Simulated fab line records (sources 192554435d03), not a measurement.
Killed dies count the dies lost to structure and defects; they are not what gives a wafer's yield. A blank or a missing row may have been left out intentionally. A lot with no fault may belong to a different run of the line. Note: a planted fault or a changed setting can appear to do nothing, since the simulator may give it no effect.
Lot-split experiment -- flow n5 finfet -- on a route of 1938 steps: 7 lots, 39 wafers read

## ABOUT THE SPLIT
At N5_ZERO_LAYER_PECVD_02 (deposits SiO2 from SiH4/N2O, target thk 10 nm, time 6 s), the setting time s was moved away from the recipe's 6 s on 12 of the 39 wafers read, by -43.4% to +55.8%. This setting was run at the recipe's value on the other wafers.

Reading taken at the split's own step.

## THE READING
SiO2_of_ZERO_LAYER_PECVD_02.thk nm (the simulator's own value, which no gauge read), in nm, at N5_ZERO_LAYER_PECVD_02 (deposits SiO2 from SiH4/N2O, target thk 10 nm, time 6 s). No usual value for it is given in the file. Average 9.999 nm, standard deviation 0.16 nm, over the 27 wafers here run with the recipe.

wafer,"tool, chamber at the split","time s as run, s",against the recipe,"SiO2_of_ZERO_LAYER_PECVD_02.thk nm, nm",against lot-mates on the recipe
L074.1,"pecvd-03, 0",6,recipe,9.651,-
L074.2,"pecvd-03, 1",6,recipe,9.776,-
L074.3,"pecvd-03, 2",6,recipe,10.04,-
L074.4,"pecvd-03, 2",6,recipe,10.06,-
L074.5,"pecvd-03, 0",6,recipe,10.11,-
L074.6,"pecvd-03, 1",6,recipe,10.1,-
L082.1,"pecvd-03, 2",6,recipe,9.85,-
L082.2,"pecvd-03, 1",6,recipe,9.837,-
L082.3,"pecvd-03, 1",6,recipe,9.976,-
L082.4,"pecvd-03, 2",9.345,+55.8%,15.71,+5.822
L082.5,"pecvd-03, 2",9.345,+55.8%,15.76,+5.872
L082.6,"pecvd-03, 1",9.345,+55.8%,15.48,+5.592
L084.1,"pecvd-02, 0",7.452,+24.2%,12.3,+2.332
L084.2,"pecvd-02, 1",7.452,+24.2%,12.34,+2.372
L084.3,"pecvd-02, 2",7.452,+24.2%,12.18,+2.212
L084.4,"pecvd-02, 2",6,recipe,9.976,-
L084.5,"pecvd-02, 0",6,recipe,9.849,-
L084.6,"pecvd-02, 1",6,recipe,10.08,-
L092.1,"pecvd-03, 1",6,recipe,9.95,-
L092.2,"pecvd-03, 0",6,recipe,10,-
L092.3,"pecvd-03, 2",3.399,-43.4%,5.526,-4.527
L092.4,"pecvd-03, 0",6,recipe,10.21,-
L092.5,"pecvd-03, 1",3.399,-43.4%,5.589,-4.464
L092.6,"pecvd-03, 2",3.399,-43.4%,5.879,-4.174
L093.1,"pecvd-03, 0",6,recipe,10.18,-
L093.2,"pecvd-03, 1",6,recipe,10.07,-
L093.3,"pecvd-03, 2",8.071,+34.5%,13.59,+3.413
L093.4,"pecvd-03, 0",8.071,+34.5%,13.74,+3.563
L093.5,"pecvd-03, 2",6,recipe,10.28,-
L093.6,"pecvd-03, 1",8.071,+34.5%,13.76,+3.583
L095.1,"pecvd-01, 0",6,recipe,9.898,-
L095.2,"pecvd-01, 2",6,recipe,9.803,-
L095.3,"pecvd-01, 0",6,recipe,10.1,-
L095.4,"pecvd-01, 2",6,recipe,9.997,-
L095.5,"pecvd-01, 2",6,recipe,9.875,-
L095.6,"pecvd-01, 0",6,recipe,9.957,-
L097.2,"pecvd-03, 0",6,recipe,10.24,-
L097.3,"pecvd-03, 1",6,recipe,9.851,-
L097.4,"pecvd-03, 2",6,recipe,10.25,-

THE FIT
A straight line over all 39 wafers: SiO2_of_ZERO_LAYER_PECVD_02.thk nm changes by +0.101 nm for each +1% of time s; r = +1.00; the points scatter about the line by 0.17 nm.
The same after taking each lot's own level away (the mean of its wafers on the recipe; 39 wafers): +0.102 nm for each +1%; r = +1.00; scatter 0.14 nm.
The reading moves by 5.7 nm for the largest change in time s, on that fit.
Measured against the standard deviation above, the lots' own levels, which go from 9.8877 to 10.1767 nm, span 1.8 times it.
Consequently the slope shifts little with the lot-to-lot level, the two slopes agreeing.
Check: for one of the wafers moved furthest among these (+55.8%), held out of the fit, the line's prediction against its lot-mates is +5.65 nm. It came out at +5.82 nm against them.

## THE FILE'S OWN FIT
SiO2_of_ZERO_LAYER_PECVD_02.thk nm changes by +0.102 nm for each +1% of time s, r = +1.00.
